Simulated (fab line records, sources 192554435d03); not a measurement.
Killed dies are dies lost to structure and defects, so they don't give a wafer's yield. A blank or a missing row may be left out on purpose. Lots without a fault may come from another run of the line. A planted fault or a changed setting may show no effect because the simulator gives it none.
fab line records | flow n5_finfet
record lots=12 wafers=36 last_day=16
route steps=1938 shown BEOL_M8@1376
lots that met no fault: from a run of the same line without faults
start_h: hours from the record's first day to the start of the lot's first wafer shown | wait_h: hours since the lot's step before | " the same as in the row above | L1.1+2: a row that stands for several wafers | - no value, or no start given | * or withheld: withheld | < > ~ a bound
route shown NAME@n: a module of which the file shows steps, and the number in the route of the first | usual: mean/standard deviation of fault-free wafers | same: alike in all rows | chamber/n: place in a boat | sites: the reading at each site | _std_site: their standard deviation | _edge_site: outer sites' mean less inner sites' | radius_mm: how far each site lies from the wafer's centre | mask NAME#n: copy n | behind: the tool/chamber that last shaped the wafer | hold: why the lot was held/for how many hours/how that ended | device: the transistor (n, p or np) that didn't switch | end of line: the same wafers' tests at the end of the route | a step without rows: its recipe alone | killed: dies lost to structure and defects at the first sort, not the wafer's yield | map: a wafer's dies, x killed, . not, _ none there
set.NAME: the setting as run; set.NAME@STEP: as run at that earlier step | model.NAME: the simulator's own value behind a step, which no gauge read
steps of the route over a sample of lots; a table a step, a row a wafer
services: from which hour (start_h, from the record's first day; less than 0 if before it) a tool's chamber was out of use, for how many hours, and why
## steps
# step N5_BEOL_M8_STRIP_36
# recipe chemistry=N2/H2 power_w=450 temp_c=40 pressure_mtorr=20 rf_frequency_hz=6e+07 overash_fraction=0.3 bias_power_w=7 h2_frac=0.5 n2_flow_sccm=200 h2_flow_sccm=200
# usual drypump_motor_current_A=5.5/0.5 oes_product_au=0.77/0.081 rf_vpp_V=59.0/1.5 showerhead_plenum_p_Torr=2.54/0.11 throttle_valve_pct=23.77/0.27
# columns lot.wafer tool chamber start_h wait_h drypump_motor_current_A oes_product_au rf_hours_counter_h rf_vpp_V showerhead_plenum_p_Torr throttle_valve_pct
L262.1 rie_diel-05 0 203.85 0.0 5.9 0.77 131 59.8 2.64 23.78
L262.4 " 1 " " 5.1 0.89 49 59.2 2.47 23.52
L262.6 " 3 " " 6.4 0.68 - 58.8 2.38 23.67
L263.2 rie_diel-05 1 213.37 0.0 5.1 0.88 51 61.9 2.47 23.52
L263.3 " 2 " " 5.4 0.87 62 59.9 2.70 23.60
L263.4 " 3 " " 6.4 0.67 - 60.6 2.38 23.67
L264.2 rie_diel-06 1 216.55 0.0 5.6 0.72 200 59.7 2.52 24.20
L264.3 " 2 " " 5.3 0.73 197 57.6 2.52 23.90
L264.5 " 2 " " 5.3 0.73 - 58.0 2.52 23.91
L266.3 rie_diel-04 3 224.68 0.0 5.0 0.73 142 58.0 2.53 23.71
L266.4 " 2 " " 6.3 0.83 - 58.9 2.47 23.75
L266.5 " 1 " " 5.9 0.75 - 59.0 2.43 23.61
L269.1 rie_diel-05 1 233.52 0.0 5.1 0.85 60 57.9 2.47 23.55
L269.4 " 1 " " 5.1 0.85 - 61.4 2.47 23.49
L269.5 " 0 " " 5.9 0.76 - 57.5 2.64 23.83
L268.2 rie_diel-04 1 236.32 0.0 5.8 0.73 199 57.6 2.43 23.67
L268.3 " 0 " " 5.7 0.68 231 59.3 2.61 24.02
L268.4 " 3 " " 5.1 0.75 146 59.6 2.53 23.74
L270.1 rie_diel-06 3 238.88 0.0 4.9 0.94 22 63.2 2.71 23.95
L270.5 " 1 " " 5.6 0.72 - 59.4 2.52 24.24
L270.6 " 2 " " 5.3 0.72 - 61.7 2.52 23.93
L272.3 rie_diel-06 1 274.73 0.0 5.6 0.71 222 57.5 2.51 24.24
L272.4 " 0 " " 4.8 0.73 191 60.2 2.41 23.29
L272.5 " 0 " " 4.8 0.74 - 57.4 2.40 23.28
L276.1 rie_diel-06 1 283.32 0.0 5.6 0.70 225 58.2 2.51 24.25
L276.2 " 0 " " 4.8 0.74 195 59.1 2.40 23.29
L276.6 " 0 " " 4.8 0.74 - 60.4 2.40 23.30
L279.1 rie_diel-05 1 299.46 0.0 5.1 0.81 85 58.9 2.46 23.57
L279.2 " 2 " " 5.3 0.82 96 58.7 2.69 23.67
L279.5 " 1 " " 5.1 0.82 - 61.9 2.46 23.55
L280.3 rie_diel-06 1 313.96 0.0 5.6 0.69 236 59.4 2.50 24.25
L280.4 " 3 " " 4.9 0.89 50 61.0 2.69 24.01
L280.6 " 3 " " 4.9 0.87 - 57.1 2.69 24.05
L281.1 rie_diel-06 3 323.13 0.0 4.9 0.86 53 59.6 2.69 24.02
L281.4 " 0 " " 4.8 0.71 209 56.6 2.40 23.32
L281.5 " 2 " " 5.3 0.70 - 56.9 2.51 23.96
# step N5_BEOL_M8_STRIP_80
# recipe chemistry=N2/H2 time_s=10 power_w=450 temp_c=40 pressure_mtorr=20 rf_frequency_hz=6e+07 bias_power_w=7 n2_flow_sccm=200 h2_flow_sccm=200
# usual drypump_motor_current_A=5.5/0.5 oes_product_au=0.78/0.08 rf_vpp_V=59.1/0.94 showerhead_plenum_p_Torr=2.54/0.11 throttle_valve_pct=23.77/0.27
# columns lot.wafer tool chamber start_h wait_h drypump_motor_current_A oes_product_au rf_hours_counter_h rf_vpp_V showerhead_plenum_p_Torr throttle_valve_pct
L262.1 rie_diel-05 0 - - 5.9 0.76 131 60.6 2.65 23.82
L262.4 " 1 " " 5.1 0.86 49 58.6 2.47 23.51
L262.6 " 3 " " 6.4 0.68 - 58.0 2.38 23.67
L263.2 rie_diel-05 1 - - 5.1 0.87 51 59.7 2.47 23.51
L263.3 " 2 " " 5.4 0.86 62 60.2 2.70 23.61
L263.4 " 3 " " 6.4 0.67 - 57.8 2.38 23.67
L264.2 rie_diel-06 1 - - 5.6 0.73 200 60.1 2.52 24.21
L264.3 " 2 " " 5.3 0.74 197 58.4 2.52 23.91
L264.5 " 2 " " 5.3 0.73 - 59.1 2.52 23.90
L266.3 rie_diel-04 3 - - 5.1 0.75 142 59.7 2.53 23.74
L266.4 " 2 " " 6.3 0.84 - 59.5 2.47 23.78
L266.5 " 1 " " 5.8 0.74 - 57.5 2.43 23.64
L269.1 rie_diel-05 1 - - 5.1 0.86 60 57.8 2.47 23.53
L269.4 " 1 " " 5.1 0.86 - 58.3 2.47 23.52
L269.5 " 0 " " 5.9 0.75 - 59.1 2.64 23.80
L268.2 rie_diel-04 1 - - 5.8 0.73 199 59.2 2.43 23.63
L268.3 " 0 " " 5.8 0.67 232 60.7 2.61 24.01
L268.4 " 3 " " 5.1 0.74 146 58.6 2.53 23.73
L270.1 rie_diel-06 3 - - 4.9 0.92 22 59.9 2.71 23.97
L270.5 " 1 " " 5.6 0.72 - 58.1 2.52 24.20
L270.6 " 2 " " 5.3 0.73 - 57.9 2.52 23.93
L272.3 rie_diel-06 1 - - 5.6 0.71 222 59.1 2.51 24.23
L272.4 " 0 " " 4.8 0.73 191 57.6 2.40 23.30
L272.5 " 0 " " 4.8 0.72 - 58.1 2.40 23.29
L276.1 rie_diel-06 1 - - 5.6 0.69 225 59.5 2.51 24.23
L276.2 " 0 " " 4.8 0.72 195 59.6 2.40 23.29
L276.6 " 0 " " 4.8 0.72 - 57.7 2.40 23.30
L279.1 rie_diel-05 1 - - 5.1 0.82 85 60.0 2.46 23.56
L279.2 " 2 " " 5.4 0.83 96 60.4 2.68 23.64
L279.5 " 1 " " 5.1 0.83 - 60.3 2.46 23.56
L280.3 rie_diel-06 1 - - 5.6 0.70 236 58.2 2.50 24.25
L280.4 " 3 " " 4.9 0.88 50 60.7 2.69 24.02
L280.6 " 3 " " 4.8 0.88 - 58.2 2.69 24.00
L281.1 rie_diel-06 3 - - 4.9 0.86 54 60.5 2.69 24.02
L281.4 " 0 " " 4.8 0.72 209 57.8 2.40 23.31
L281.5 " 2 " " 5.3 0.70 - 58.5 2.51 23.97
# step N5_BEOL_M8_THK_MEAS_53
# recipe thk_meas_gauge=xrf reads=Cu_of_BEOL_M8_ECD_50
# usual M8_THK=79.3/2.2
# columns lot.wafer tool chamber start_h wait_h M8_THK[nm]
L262.1 film_metro-01 - 208.03 - 81.1
L262.4 " - " " 77.5
L262.6 " - " " 73.5
L263.2 film_metro-01 - 217.98 - 77.7
L263.3 " - " " 76.9
L263.4 " - " " 73.2
L264.2 film_metro-01 - 219.18 - 78.5
L264.3 " - " " 79.6
L264.5 " - " " 79.8
L266.3 film_metro-02 - 228.77 - 80.1
L266.4 " - " " 80.1
L266.5 " - " " 78.3
L269.1 film_metro-01 - 238.77 - 76.8
L269.4 " - " " 79.5
L269.5 " - " " 81.2
L268.2 film_metro-02 - 239.17 - 79.1
L268.3 " - " " 75.4
L268.4 " - " " 78.3
L270.1 film_metro-02 - 242.25 - 82.1
L270.5 " - " " 79.1
L270.6 " - " " 77.3
L272.3 film_metro-02 - 277.39 - 79.1
L272.4 " - " " 80.0
L272.5 " - " " 78.1
L276.1 film_metro-02 - 285.87 - 81.1
L276.2 " - " " 79.5
L276.6 " - " " 78.9
L279.1 film_metro-02 - 303.06 - 79.5
L279.2 " - " " 77.2
L279.5 " - " " 79.0
L280.3 film_metro-01 - 319.86 - 79.4
L280.4 " - " " 81.7
L280.6 " - " " 83.1
L281.1 film_metro-01 - 325.37 - 81.3
L281.4 " - " " 77.9
L281.5 " - " " 80.1
# step N5_BEOL_M8_DEP_56
# recipe material=SiCN target_thk_a=100 temp_c=withheld precursor=3MS/NH3 pressure_torr=3 rf_w=202 time_s=17.5
# usual showerhead_plenum_p_Torr=3.662/0.013 throttle_valve_pct=8.9/0.31
# columns lot.wafer tool chamber start_h wait_h showerhead_plenum_p_Torr throttle_valve_pct
L262.1 pecvd-03 2 208.09 0.0 3.645 8.4
L262.4 " 0 " " 3.648 8.7
L262.6 " 1 " " 3.662 9.3
L263.2 pecvd-04 1 218.04 0.0 3.685 9.1
L263.3 " 2 " " 3.668 8.8
L263.4 " 2 " " 3.662 8.5
L264.2 pecvd-02 0 219.26 0.0 3.660 8.7
L264.3 " 1 " " 3.662 9.0
L264.5 " 0 " " 3.654 8.7
L264.2 pecvd-02 0 219.48 0.2 3.667 8.4
L264.3 " 1 " " 3.668 9.1
L264.5 " 0 " " 3.668 8.4
L266.3 pecvd-02 0 228.86 0.0 3.670 8.7
L266.4 " 1 " " 3.661 9.2
L266.5 " 1 " " 3.659 9.2
L266.3 pecvd-02 0 229.08 0.2 3.680 8.7
L266.4 " 1 " " 3.662 9.2
L266.5 " 1 " " 3.670 9.3
L269.1 pecvd-04 2 238.83 0.0 3.665 8.9
L269.4 " 2 " " 3.669 8.7
L269.5 " 0 " " 3.648 9.0
L268.2 pecvd-04 1 239.23 0.0 3.687 8.9
L268.3 " 0 " " 3.648 9.3
L268.4 " 1 " " 3.682 8.8
L270.1 pecvd-03 0 242.32 0.0 3.651 8.9
L270.5 " 0 " " 3.659 8.9
L270.6 " 1 " " 3.662 9.1
L270.1 pecvd-03 0 242.52 0.2 3.652 9.2
L270.5 " 0 " " 3.657 8.9
L270.6 " 1 " " 3.665 8.9
L272.3 pecvd-02 0 277.45 0.0 3.671 8.8
L272.4 " 1 " " 3.653 9.0
L272.5 " 0 " " 3.671 9.0
L276.1 pecvd-02 2 285.93 0.0 3.647 8.7
L276.2 " 1 " " 3.665 9.1
L276.6 " 2 " " 3.660 8.6
L279.1 pecvd-04 0 303.12 0.0 3.652 9.3
L279.2 " 1 " " 3.686 9.1
L279.5 " 1 " " 3.682 8.7
L280.3 pecvd-03 0 319.95 0.0 3.662 9.2
L280.4 " 2 " " 3.646 8.3
L280.6 " 0 " " 3.656 9.1
L281.1 pecvd-03 2 325.43 0.0 3.641 8.3
L281.4 " 2 " " 3.648 8.3
L281.5 " 1 " " 3.667 9.2
## services
# columns tool chamber start_h hours kind
pecvd-03 0 184.91 1.8 repair
pecvd-03 1 187.01 2.1 scheduled_down
pecvd-02 2 202.38 - clean
pecvd-02 2 202.38 - consumable_replace:showerhead
pecvd-02 2 202.38 29.0 scheduled_down
pecvd-02 2 202.38 29.0 vent_cycle
rie_diel-04 - 212.56 0.5 repair
rie_diel-05 0 213.29 4.7 repair
rie_diel-06 - 216.71 2.8 pm
pecvd-04 2 218.71 5.5 scheduled_down
pecvd-02 1 220.64 5.0 repair
rie_diel-04 0 224.29 7.6 repair
rie_diel-05 3 226.40 - clean
rie_diel-05 3 226.40 - consumable_replace:focus_ring
rie_diel-05 3 226.40 - consumable_replace:showerhead
rie_diel-05 3 226.40 20.0 scheduled_down
rie_diel-05 3 226.40 20.0 vent_cycle
rie_diel-04 - 228.63 2.8 pm
rie_diel-06 3 258.82 2.4 repair
rie_diel-04 0 292.44 - clean
pecvd-03 1 312.99 7.4 repair
pecvd-02 - 316.90 14.6 pm
rie_diel-04 3 323.85 12.5 repair
pecvd-04 - 324.94 0.9 repair
## key
first_sign step=N5_BEOL_M8_DEP_56 reading=visit direction=added
effect none on later readings
met_at N5_BEOL_M8_DEP_56
struck_lots L264,L266,L270
rows_end L266.3,L266.4,L266.5,L270.1,L270.5,L270.6
not_acting_at N5_BEOL_M8_STRIP_36,N5_BEOL_M8_STRIP_80,N5_BEOL_M8_THK_MEAS_53
fault kind=repeated_step_whole tool=pecvd-02,pecvd-03,pecvd-04 chamber=- onset_h=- steps=N5_BEOL_M8_DEP_56 times=1 scope=struck_lots_only
# rows_end: these wafers met a further fault down the route, and their rows from its step on are left out
